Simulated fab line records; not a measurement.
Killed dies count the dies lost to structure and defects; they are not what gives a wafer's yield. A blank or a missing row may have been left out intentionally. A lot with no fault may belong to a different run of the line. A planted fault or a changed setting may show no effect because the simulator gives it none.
Which of the tools did it? | flow n5 finfet | 10 lots, 30 wafers sampled, at 5 steps of a route of 1938

## WHAT THE GAUGES READ, wafer by wafer
N5_BEOL_M4_RC_MEAS_101.
lot  | measured     | on        | DIBL_N (mV/V)  | DIBL_P (mV/V)  | IOFF_N (nA/um)    | IOFF_P (nA/um)    | ION_N (uA/um) | ION_P (uA/um) | SS_N (mV/dec)  | SS_P (mV/dec)  | VT_N (mV)         | VT_P (mV)
L728 | day 8 15:49  | prober-02 | 38.6 36.6 37.1 | 36.2 34.8 34.5 | 0.178 0.144 0.149 | 0.225 0.207 0.197 | 683 665 679   | 463 460 463   | 71.8 71.2 72.2 | 73.7 73.2 72.9 | 247.0 249.8 249.5 | -252 -250 -252
L729 | day 10 11:47 | prober-02 | 36.0 37.7 38.3 | 36.5 39.4 39.4 | 0.144 0.172 0.186 | 0.206 0.268 0.272 | 675 675 688   | 469 476 475   | 71.5 71.9 71.6 | 73.3 73.8 73.1 | 252.9 246.7 248.1 | -250 -247 -244
L730 | day 11 02:35 | prober-02 | 35.9 38.2 34.9 | 36.2 38.8 34.9 | 0.143 0.187 0.126 | 0.197 0.249 0.177 | 676 691 664   | 470 468 458   | 71.2 71.9 71.0 | 73.5 74.2 73.4 | 251.3 247.9 253.5 | -252 -249 -254
L731 | day 10 19:10 | prober-02 | 34.9 35.4 36.6 | 33.9 32.9 34.1 | 0.131 0.129 0.145 | 0.212 0.198 0.216 | 674 664 668   | 468 456 469   | 71.7 71.5 72.1 | 72.4 72.3 72.4 | 250.3 253.1 250.4 | -247 -251 -247
L732 | day 11 01:40 | prober-02 | 36.6 37.0 36.9 | 38.9 39.9 39.0 | 0.186 0.209 0.191 | 0.239 0.253 0.232 | 683 693 682   | 467 470 470   | 71.1 71.8 71.4 | 74.4 73.7 73.8 | 248.0 244.0 246.5 | -248 -245 -248
L733 | day 11 11:25 | prober-02 | 36.1 36.5 35.3 | 37.8 37.9 36.7 | 0.161 0.169 0.151 | 0.257 0.252 0.234 | 681 686 677   | 471 475 470   | 72.2 72.2 72.2 | 74.1 73.7 73.3 | 250.2 248.9 248.3 | -245 -245 -245
L750 | day 15 21:52 | prober-02 | 36.5 34.9 34.3 | 36.1 33.7 34.0 | 0.189 0.157 0.154 | 0.268 0.225 0.230 | 692 680 686   | 478 474 477   | 71.5 71.4 71.4 | 73.4 72.5 72.6 | 246.6 248.0 248.0 | -241 -245 -246
L749 | day 16 01:32 | prober-02 | 37.5 37.1 35.6 | 37.2 36.5 34.3 | 0.169 0.147 0.125 | 0.210 0.203 0.176 | 675 669 668   | 462 462 459   | 72.1 72.0 70.9 | 73.1 72.9 73.2 | 250.7 251.4 253.9 | -251 -249 -252
L748 | day 16 04:32 | prober-01 | 38.0 37.1 36.0 | 36.7 35.6 34.9 | 0.167 0.155 0.138 | 0.214 0.203 0.189 | 674 677 672   | 462 465 464   | 72.0 71.5 71.7 | 74.3 72.9 73.1 | 246.7 248.8 250.6 | -249 -250 -249
L751 | day 16 07:52 | prober-02 | 38.1 37.7 39.2 | 38.1 36.9 38.9 | 0.181 0.170 0.206 | 0.251 0.233 0.258 | 678 691 690   | 468 469 463   | 72.3 72.2 72.1 | 74.5 74.4 73.9 | 248.3 249.1 245.9 | -249 -247 -249

N5_MIM_BOT_LITHO_CD_MEAS_08 targets a cd of 3000 nm.
lot  | measured     | on        | cd nm (nm)
L728 | day 13 16:52 | cd sem-02 | 2999.3 3000.5 2998.5
L729 | day 14 13:40 | cd sem-03 | 3000.2 3000.9 2997.7
L730 | day 14 16:40 | cd sem-03 | 2999.3 2996.9 2998.7
L731 | day 14 16:29 | cd sem-01 | 2999.2 2999.3 2999.3
L732 | day 15 01:55 | cd sem-02 | 3000.0 3000.4 2999.8
L733 | day 15 01:58 | cd sem-03 | 3002.0 3002.6 3000.8
L750 | day 19 19:23 | cd sem-03 | 2998.9 2999.7 2997.3
L749 | day 19 19:47 | cd sem-02 | 2998.5 2998.3 2998.2
L748 | day 20 14:38 | cd sem-02 | 3000.8 3000.4 3000.9
L751 | day 20 03:20 | cd sem-01 | 3000.6 2999.4 2999.3

## EACH LOT AND THE TOOL THAT RAN IT (in order: tool; ch and the chambers of the sampled wafers; start)
lot  | N5_BEOL_M3_EXPOSE_08              | N5_BEOL_M15_SPUTTER_43       | N5_MIM_TOP_DEGAS_04
L728 | euv scanner-02 ch 0, day 7 00:23  | pvd sputter-03, day 13 09:33 | pvd sputter-01, day 13 15:34
L729 | euv scanner-02 ch 0, day 7 22:47  | pvd sputter-01, day 14 07:20 | pvd sputter-03, day 14 12:13
L730 | euv scanner-02 ch 0, day 9 19:04  | pvd sputter-03, day 14 11:47 | pvd sputter-02, day 14 15:10
L731 | euv scanner-02 ch 0, day 9 19:30  | pvd sputter-03, day 14 10:54 | pvd sputter-01, day 14 15:05
L732 | euv scanner-02 ch 0, day 9 19:43  | pvd sputter-03, day 14 18:07 | pvd sputter-02, day 15 00:09
L733 | euv scanner-02 ch 0, day 10 06:07 | pvd sputter-01, day 14 18:11 | pvd sputter-02, day 15 00:16
L750 | euv scanner-02 ch 0, day 14 15:43 | pvd sputter-01, day 19 11:31 | pvd sputter-03, day 19 18:04
L749 | euv scanner-02 ch 0, day 14 15:50 | pvd sputter-02, day 19 11:57 | pvd sputter-01, day 19 18:37
L748 | euv scanner-01 ch 0, day 14 19:07 | pvd sputter-02, day 20 07:38 | pvd sputter-01, day 20 13:08
L751 | euv scanner-02 ch 0, day 14 20:10 | pvd sputter-02, day 19 21:09 | pvd sputter-01, day 20 01:47
- N5_BEOL_M3_EXPOSE_08: exposes mask M3.
- N5_BEOL_M15_SPUTTER_43: material TaN, target thk 15 nm, time 24.19 s.
- N5_MIM_TOP_DEGAS_04: time 60 s.

## AS READ BY THE TOOLS THEMSELVES (means over the sampled wafers that have a number; for cases with no such wafer, the mark the record gives instead)
N5_BEOL_M15_SPUTTER_43.
lot  | tool           | throttle valve pct (%)
L728 | pvd sputter-03 | 28.1
L729 | pvd sputter-01 | 30.1
L730 | pvd sputter-03 | 29.6
L731 | pvd sputter-03 | 29.2
L732 | pvd sputter-03 | 28.8
L733 | pvd sputter-01 | 30.0
L750 | pvd sputter-01 | 29.9
L749 | pvd sputter-02 | 30.2
L748 | pvd sputter-02 | 30.6
L751 | pvd sputter-02 | 30.5

N5_MIM_TOP_DEGAS_04.
lot  | tool           | heater power w (W)
L728 | pvd sputter-01 | 522
L729 | pvd sputter-03 | 405
L730 | pvd sputter-02 | 511
L731 | pvd sputter-01 | 490
L732 | pvd sputter-02 | 465
L733 | pvd sputter-02 | 507
L750 | pvd sputter-03 | 413
L749 | pvd sputter-01 | 485
L748 | pvd sputter-01 | 518
L751 | pvd sputter-01 | 521

## THE ANSWER, worked out from the rows above alone
Rule: usual is defined by the lots themselves. The widest of any qualifying gaps counts: lots, ordered by their means at a reading, are off when they make up no more than a third of the lots, leave a main group of 4 or more, and stand apart from it by 3 or more times the standard deviation of that group's means. If all means in a main group match to the digits the tables above print for the reading, that group is not used. Also off: a lot with no number at a reading for which 4 or more lots have one. All remaining lots with rows at the step are treated as sound. After the gauges, taken in route order, come the tools' own readings; for these a lot's mean is taken, as printed above. The first step at which some lot is off is used, and at that step the reading that is off furthest; a lot without a number counts as furthest.
No lot is off at any reading shown: from this, nothing can be told.

## WHAT THE SIMULATOR HAD PUT IN
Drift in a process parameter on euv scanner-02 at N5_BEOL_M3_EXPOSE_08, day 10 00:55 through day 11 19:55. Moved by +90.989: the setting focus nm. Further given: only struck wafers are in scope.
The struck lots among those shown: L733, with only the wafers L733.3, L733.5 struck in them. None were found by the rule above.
